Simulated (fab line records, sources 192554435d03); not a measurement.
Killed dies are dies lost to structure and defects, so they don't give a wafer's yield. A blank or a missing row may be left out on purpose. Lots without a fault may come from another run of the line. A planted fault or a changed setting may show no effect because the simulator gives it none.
Split-lot experiment | flow n5_finfet | 7 lots, 21 wafers read, on a route of 1938 steps

THE SPLIT
At N5_BEOL_M12_ILD_DEP_00 (deposits SiOC from DEMS/O2, target thk 658.92 nm, time 130.7 s), the setting time_s was moved away from the recipe's 130.7 s on 7 of the 21 wafers read, by -9.2% to +13.0%. The other wafers ran this setting at the recipe's value.

The file shows no step between the split and the reading.

THE READING
M12_ILD_THK, in nm, at N5_BEOL_M12_THK_MEAS_01. Fault-free wafers of this fab line usually give 661 nm, standard deviation 8.5 nm.

wafer  | tool, chamber at the split | time_s as run, s | against the recipe | M12_ILD_THK, nm | against lot-mates on the recipe
L076.1 | pecvd-02, 2                | 130.7            | recipe             | 646             | -
L076.2 | pecvd-02, 0                | 130.7            | recipe             | 658             | -
L076.3 | pecvd-02, 1                | 147.7            | +13.0%             | 739             | +87
L078.4 | pecvd-04, 0                | 130.7            | recipe             | 677             | -
L078.5 | pecvd-04, 1                | 130.7            | recipe             | 671             | -
L078.6 | pecvd-04, 2                | 130.7            | recipe             | 672             | -
L082.3 | pecvd-04, 2                | 146.9            | +12.4%             | 733             | +66
L082.5 | pecvd-04, 0                | 130.7            | recipe             | 671             | -
L082.6 | pecvd-04, 2                | 130.7            | recipe             | 663             | -
L085.2 | pecvd-01, 2                | 130.7            | recipe             | 656             | -
L085.3 | pecvd-01, 0                | 147.1            | +12.5%             | 728             | +72
L085.4 | pecvd-01, 2                | 147.1            | +12.5%             | 752             | +96
L086.2 | pecvd-04, 1                | 130.7            | recipe             | 648             | -
L086.5 | pecvd-04, 2                | 121.6            | -7.0%              | 625             | -32
L086.6 | pecvd-04, 1                | 130.7            | recipe             | 666             | -
L089.1 | pecvd-04, 0                | 130.7            | recipe             | 661             | -
L089.2 | pecvd-04, 2                | 130.7            | recipe             | 657             | -
L089.4 | pecvd-04, 2                | 130.7            | recipe             | 663             | -
L091.1 | pecvd-01, 0                | 118.7            | -9.2%              | 598             | -67
L091.3 | pecvd-01, 2                | 118.7            | -9.2%              | 605             | -60
L091.4 | pecvd-01, 0                | 130.7            | recipe             | 665             | -

THE FIT
A straight line over all 21 wafers: M12_ILD_THK changes by +6.09 nm for each +1% of time_s; r = +0.98; the points scatter about the line by 8.8 nm.
The same after taking each lot's own level away (the mean of its wafers on the recipe; 21 wafers): +6.37 nm for each +1%; r = +0.98; scatter 7.4 nm.
On that fit, the largest move of time_s shifts the reading by 83 nm.
The lots' own levels span 652.0 to 673.3 nm, that is 2.5 times the standard deviation above.
So the lot-to-lot level changes the slope little: the two slopes agree.
Check: with one of the wafers moved furthest among these (+13.0%) left out of the fit, the line predicts +81.8 nm for it against its lot-mates. It came out at +87 nm against them.

OTHER SPLITS ON THESE WAFERS
These wafers also went through other splits before the reading. Each is held against what the fit with the lots' levels taken away leaves over:
other split on the same wafers    | wafers away from the commonest value | r with M12_ILD_THK (lot level and that fit taken away)
N5_BEOL_M8_COAT_22 spin_rpm       | 5                                    | -0.14
N5_BEOL_M9_HM_DEP_02 target_thk_a | 3                                    | -0.03
N5_BEOL_M9_COAT_60 spin_rpm       | 9                                    | +0.04
N5_BEOL_M10_ILD_DEP_00 time_s     | 10                                   | +0.11

THE WHOLE CHAIN: every reading that the file lists as answering this split, in the file's order
step                    | what it does                                                   | reading                                                                             | change (the file's fit)              | r (the file's)
N5_BEOL_M12_ILD_DEP_00  | deposits SiOC from DEMS/O2, target thk 658.92 nm, time 130.7 s | SiOC_of_BEOL_M12_ILD_DEP_00.thk_nm (the simulator's own value, which no gauge read) | +6.23 nm for each +1% of the setting | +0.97
N5_BEOL_M12_THK_MEAS_01 |                                                                | M12_ILD_THK                                                                         | +6.24 for each +1% of the setting    | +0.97
N5_BEOL_M12_VIA_ETCH_16 | etches SiOC in C4F8/O2/Ar, target depth 724.8 nm               | etch.depth_nm (the simulator's own value, which no gauge read)                      | +6.23 nm for each +1% of the setting | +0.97
N5_BEOL_M12_VIA_ETCH_16 | etches SiOC in C4F8/O2/Ar, target depth 724.8 nm               | coat_of_BEOL_M12_COAT_04.thk_nm (the simulator's own value, which no gauge read)    | -1.72 nm for each +1% of the setting | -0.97
N5_BEOL_M12_STRIP_63    | strips in N2/H2                                                | strip_time_to_endpoint_s                                                            | withheld for each +1% of the setting | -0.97
N5_BEOL_M12_ETCH_38     | etches SiCN in CF4/N2, target depth 68.7 nm, time 73.4 s       | SiOC_of_BEOL_M12_ILD_DEP_00.thk_nm (the simulator's own value, which no gauge read) | +6.28 nm for each +1% of the setting | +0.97

THE FILE'S OWN FIT
M12_ILD_THK changes by +6.24 nm for each +1% of time_s, r = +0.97.
